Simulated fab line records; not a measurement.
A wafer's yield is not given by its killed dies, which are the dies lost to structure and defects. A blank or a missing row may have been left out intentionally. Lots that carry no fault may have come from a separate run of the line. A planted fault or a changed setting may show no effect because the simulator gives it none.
Chamber matching / flow nand harc / 4 sister chambers for NHARC_A_M0_ETCH_34 on rie diel-07
The step etches the open film in N2/H2, target depth 40 nm, overetch 12 nm, time 43.94 s. 8 wafers are shown with their chamber, then 7 later ones without.

== WAFERS, EACH WITH ITS CHAMBER ==
wafer=L074.1; chamber=1; drypump motor current A (A)=5.1; rf vpp V (V)=427
wafer=L076.4; chamber=1; drypump motor current A (A)=5.1; rf vpp V (V)=428
wafer=L079.6; chamber=0; drypump motor current A (A)=5.4; rf vpp V (V)=426
wafer=L084.3; chamber=3; drypump motor current A (A)=5.3; rf vpp V (V)=436
wafer=L084.4; chamber=2; drypump motor current A (A)=5.9; rf vpp V (V)=432
wafer=L084.6; chamber=3; drypump motor current A (A)=5.3; rf vpp V (V)=434
wafer=L094.3; chamber=2; drypump motor current A (A)=5.9; rf vpp V (V)=433
wafer=L094.4; chamber=0; drypump motor current A (A)=5.5; rf vpp V (V)=426

== WAFERS WHOSE CHAMBER IS MISSING ==
wafer=L094.5; drypump motor current A (A)=5.8; rf vpp V (V)=433
wafer=L095.2; drypump motor current A (A)=5.3; rf vpp V (V)=434
wafer=L095.4; drypump motor current A (A)=5.4; rf vpp V (V)=427
wafer=L095.6; drypump motor current A (A)=5.3; rf vpp V (V)=435
wafer=L096.1; drypump motor current A (A)=5.1; rf vpp V (V)=427
wafer=L096.3; drypump motor current A (A)=5.4; rf vpp V (V)=428
wafer=L096.6; drypump motor current A (A)=5.3; rf vpp V (V)=435

== WHICH CHAMBER EACH ONE RAN IN ==
wafer=L094.5; from the rows above=2; in truth=2
wafer=L095.2; from the rows above=3; in truth=3
wafer=L095.4; from the rows above=0; in truth=0
wafer=L095.6; from the rows above=3; in truth=3
wafer=L096.1; from the rows above=1; in truth=1
wafer=L096.3; from the rows above=0; in truth=0
wafer=L096.6; from the rows above=3; in truth=3
Placed correctly: 7 of 7. Can't be placed from these rows: 0. Wrongly placed: 0.
How it was worked out, from the rows above alone: a wafer's distance from a chamber is the root of the sum, over the readings, of the square of ((its reading less the chamber's mean) divided by the reading's scatter). If the next closest chamber is less than 2 further off than the closest, the wafer can't be placed; otherwise it belongs to the closest. For every chamber, the mean is computed from those of its wafers that are shown. The scatter is the square root of a quotient: the sum, over the shown wafers, of each reading's squared deviation from its chamber's mean, divided by wafers minus chambers.
